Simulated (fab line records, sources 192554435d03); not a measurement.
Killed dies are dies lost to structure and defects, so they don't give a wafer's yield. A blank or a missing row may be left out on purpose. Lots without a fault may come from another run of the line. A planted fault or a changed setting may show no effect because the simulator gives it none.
Chamber matching | flow n5_finfet | N5_BEOL_M8_ETCH_62 on rie_diel-04: 4 sister chambers
The step etches SOC in N2/H2, target depth 110 nm, overetch 22 nm, time 165 s. 16 wafers are shown with their chamber, then 8 later ones without.

WAFERS WITH THEIR CHAMBER
wafer  | chamber | drypump_motor_current_A (A) | throttle_valve_pct (%) | showerhead_plenum_p_Torr (Torr)
L076.2 | 0       | 4.8                         | 17.43                  | 2.53
L076.3 | 1       | 5.3                         | 18.18                  | 2.51
L076.5 | 3       | 6.3                         | 18.09                  | 2.62
L077.4 | 0       | 4.8                         | 17.45                  | 2.53
L077.5 | 1       | 5.3                         | 18.18                  | 2.51
L077.6 | 2       | 5.5                         | 17.99                  | 2.50
L079.2 | 0       | 4.8                         | 17.43                  | 2.53
L079.3 | 2       | 5.5                         | 18.01                  | 2.50
L079.6 | 3       | 6.3                         | 18.09                  | 2.62
L080.2 | 3       | 6.2                         | 18.10                  | 2.62
L080.3 | 1       | 5.3                         | 18.19                  | 2.50
L080.6 | 1       | 5.3                         | 18.20                  | 2.50
L081.2 | 1       | 5.3                         | 18.20                  | 2.50
L081.5 | 2       | 5.5                         | 18.00                  | 2.50
L081.6 | 1       | 5.3                         | 18.18                  | 2.50
L088.1 | 0       | 4.8                         | 17.49                  | 2.52

SIGNATURES (means of the wafers above)
reading                  | chamber 0 | chamber 1 | chamber 2 | chamber 3 | scatter within a chamber
drypump_motor_current_A  | 4.800     | 5.300     | 5.500     | 6.267     | 0.0236
throttle_valve_pct       | 17.4500   | 18.1883   | 18.0000   | 18.0933   | 0.0162
showerhead_plenum_p_Torr | 2.5275    | 2.5033    | 2.5000    | 2.6200    | 0.00417
Rule: a wafer's distance from a chamber is the root of the sum, over the readings, of the square of ((its reading less the chamber's mean) divided by the reading's scatter). The wafer belongs to the nearest chamber; if the next one is less than 2 further off, it can't be placed. The scatter: the root of (the sum of the squares of (reading less its chamber's mean) over the shown wafers, divided by (wafers less chambers)).

WAFERS WITHOUT THEIR CHAMBER
wafer  | drypump_motor_current_A (A) | throttle_valve_pct (%) | showerhead_plenum_p_Torr (Torr)
L088.5 | 6.3                         | 17.72                  | 2.61
L088.6 | 4.8                         | 17.49                  | 2.52
L090.2 | 5.3                         | 18.23                  | 2.49
L090.4 | 4.8                         | 17.49                  | 2.52
L090.5 | 4.8                         | 17.50                  | 2.52
L093.1 | 5.5                         | 18.05                  | 2.48
L093.3 | 5.3                         | 18.24                  | 2.49
L093.4 | 4.8                         | 17.49                  | 2.52

WHICH CHAMBER EACH WENT THROUGH
wafer  | from the rows above | in truth
L088.5 | 3                   | 3
L088.6 | 0                   | 0
L090.2 | 1                   | 1
L090.4 | 0                   | 0
L090.5 | 0                   | 0
L093.1 | 2                   | 2
L093.3 | 1                   | 1
L093.4 | 0                   | 0
Placed correctly: 8 of 8. Can't be placed from these rows: 0. Placed wrongly: 0.
